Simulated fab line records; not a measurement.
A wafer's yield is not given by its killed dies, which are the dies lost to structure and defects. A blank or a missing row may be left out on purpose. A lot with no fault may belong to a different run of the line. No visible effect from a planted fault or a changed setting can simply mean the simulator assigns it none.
Problem report, 8D (eight disciplines) form, completed by code    flow n5-finfet    the parts of the form that need people (team, actions taken, sign-off) are left out

== 1. THE ISSUE ==
cd-nm at N5_BEOL_M11_CD_MEAS_11 reads a mean of 68.0 nm on 6 wafers of 2 lots; wafers without a fault read 63.8 nm with a standard deviation of 0.56. Relative to the usual mean, that is a shift of +7.5 standard deviations.
The step: target cd 64.1 nm.
First observed at day 14 00:05: wafer L247.1, on cd-sem-03. The record holds 28 wafers of 10 lots with a number at this step. Rule for "out" (also "out of limits"): further than 4 standard deviations from the usual mean. All remaining wafers that have a number are taken as sound.

== 2. WHAT THIS IS AND IS NOT ==
question                     is                      is not
which readings at this step  cd-nm                   -
which lots                   L247, L250              L234, L235, L236, L240, L242, L248, L252, L253
which wafers of those lots   all that have a number  -
read on which gauges         cd-sem-01, cd-sem-03    cd-sem-02
when                         from day 14 00:05       up to then (13 sound wafers); but 9 sound wafers of L248, L252, L253 came after

== 3. WHAT RULES OUT EACH SUSPECT ==
Counting: any tool at a process step up to the reading is kept as a suspect provided that every lot that is out went through it and no sound lot did after the first of them.
- the gauge at N5_BEOL_M11_CD_MEAS_11: ruled out. Those wafers that are out were read across 2 gauges (cd-sem-01, cd-sem-03).
- arfi-scanner-02 at N5_BEOL_M11_EXPOSE_08 (exposes mask M11): kept. Every lot that is out went through it, starting with L247 (day 13 23:58), and after that it ran no sound lot; the last sound lot it ran before then is L242 (day 12 12:18). Out on those wafers are its own readings of exposure-dose-mJ-cm2.
Remaining after the count: arfi-scanner-02 at N5_BEOL_M11_EXPOSE_08.

== 4. THE CAUSE (what the simulator had put in) ==
Drift in process parameters on arfi-scanner-02 at N5_BEOL_M11_EXPOSE_08, starting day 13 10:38. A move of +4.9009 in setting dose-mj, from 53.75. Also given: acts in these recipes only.
The count eliminated every tool but this one.

== 5. SEQUENCE OF EFFECTS, ordered by route ==
One row per reading whose mean, taken over the struck wafers that have a number, lies over 3 standard deviations from the usual. Only readings for which the record gives a usual standard deviation are gone through. hours: the time from each lot's start at the first step in this table that gives one to its start at this step, as a median over the lots. sigmas: the change in usual standard deviations.
hours  step                    reading               usual    on struck wafers  change  sigmas
0      N5_BEOL_M11_EXPOSE_08   exposure-dose-mJ-cm2  53.71    58.12             +4.41   +94
0      N5_BEOL_M11_CD_MEAS_11  cd-nm                 63.8 nm  68.0              +4.2    +7.5
1      N5_BEOL_M11_CD_MEAS_18  cd-nm                 69.5 nm  73.7              +4.2    +7.4
It contains these process steps:
- N5_BEOL_M11_EXPOSE_08: exposes mask M11.

== 6. HOW IT WOULD HAVE BEEN CAUGHT EARLIER ==
In this record the first reading out of limits at a measuring or inspecting step was taken at day 14 00:05, 13 hours after the fault began at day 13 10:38.
At N5_BEOL_M11_EXPOSE_08, the tool's own readings (exposure-dose-mJ-cm2) were out on each struck wafer the step has a row for, so an alarm limit on them would have fired on the first such wafer.
Of the lots that are out (2), L250 began N5_BEOL_M11_EXPOSE_08 on arfi-scanner-02 after day 14 00:05. A tool hold placed at that time would have kept it from harm.
